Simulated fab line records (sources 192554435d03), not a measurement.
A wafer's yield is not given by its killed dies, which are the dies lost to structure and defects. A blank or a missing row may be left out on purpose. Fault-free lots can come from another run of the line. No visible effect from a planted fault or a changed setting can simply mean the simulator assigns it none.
What tool caused it? || flow n5-finfet || 7 lots with 21 wafers sampled at 2 steps, on a route of 1938 steps

== WHAT THE GAUGES SHOWED, per wafer ==
N5_BEOL_M11_CD_MEAS_28: the cd target is 70 nm.
{"lot": "L719", "measured": "day 12 01:20", "on": "cd-sem-01", "cd-nm (nm)": "68.9 69.3 68.0"}
{"lot": "L720", "measured": "day 13 07:35", "on": "cd-sem-03", "cd-nm (nm)": "70.7 71.9 71.6"}
{"lot": "L721", "measured": "day 13 18:55", "on": "cd-sem-02", "cd-nm (nm)": "71.6 71.8 71.4"}
{"lot": "L723", "measured": "day 14 21:58", "on": "cd-sem-02", "cd-nm (nm)": "70.7 71.6 70.9"}
{"lot": "L727", "measured": "day 15 06:46", "on": "cd-sem-01", "cd-nm (nm)": "- - -"}
{"lot": "L734", "measured": "day 16 12:28", "on": "cd-sem-02", "cd-nm (nm)": "69.8 68.9 70.3"}
{"lot": "L736", "measured": "day 17 11:05", "on": "cd-sem-01", "cd-nm (nm)": "69.4 68.8 69.4"}

== WHAT TOOL EACH LOT RAN ON (gives the tool, then ch and the chambers of the sampled wafers, and finally the start) ==
{"lot": "L719", "N5_BEOL_M11_EXPOSE_25": "arfi-scanner-01 ch 0, day 12 01:13"}
{"lot": "L720", "N5_BEOL_M11_EXPOSE_25": "arfi-scanner-02 ch 0, day 13 07:27"}
{"lot": "L721", "N5_BEOL_M11_EXPOSE_25": "arfi-scanner-03 ch 0, day 13 18:46"}
{"lot": "L723", "N5_BEOL_M11_EXPOSE_25": "arfi-scanner-02 ch 0, day 14 21:50"}
{"lot": "L727", "N5_BEOL_M11_EXPOSE_25": "arfi-scanner-01, day 15 06:38"}
{"lot": "L734", "N5_BEOL_M11_EXPOSE_25": "arfi-scanner-01 ch 0, day 16 12:19"}
{"lot": "L736", "N5_BEOL_M11_EXPOSE_25": "arfi-scanner-03 ch 0, day 17 10:58"}
- N5_BEOL_M11_EXPOSE_25: exposes mask V10.

== THE ANSWER, worked out from the rows above alone ==
Rule: what is usual is taken from the lots themselves. Put in order of their means at a reading, lots are off if they are a third of the lots or fewer, leave a main group of 4 or more, and stand apart from it by a gap of 3 or more times the standard deviation of the main group's means; of several such gaps the widest counts. A main group whose means are all the same, to the digits that the tables above print for the reading, isn't used. Also off: a lot with no number at a reading for which 4 or more lots have one. Any other lot the step has rows for is counted as sound.
Off: L727 (N5_BEOL_M11_CD_MEAS_28, cd-nm). Without a number there: L727. For the main group the mean is 70.3 nm and the standard deviation 1.1.
If a tool, at a process step before that reading, ran all the lots that are off and no sound lot after the first of them, it fits. The gauges at N5_BEOL_M11_CD_MEAS_28 are tried like those tools. Of those tried, none fits.

== WHAT HAD BEEN PUT IN BY THE SIMULATOR ==
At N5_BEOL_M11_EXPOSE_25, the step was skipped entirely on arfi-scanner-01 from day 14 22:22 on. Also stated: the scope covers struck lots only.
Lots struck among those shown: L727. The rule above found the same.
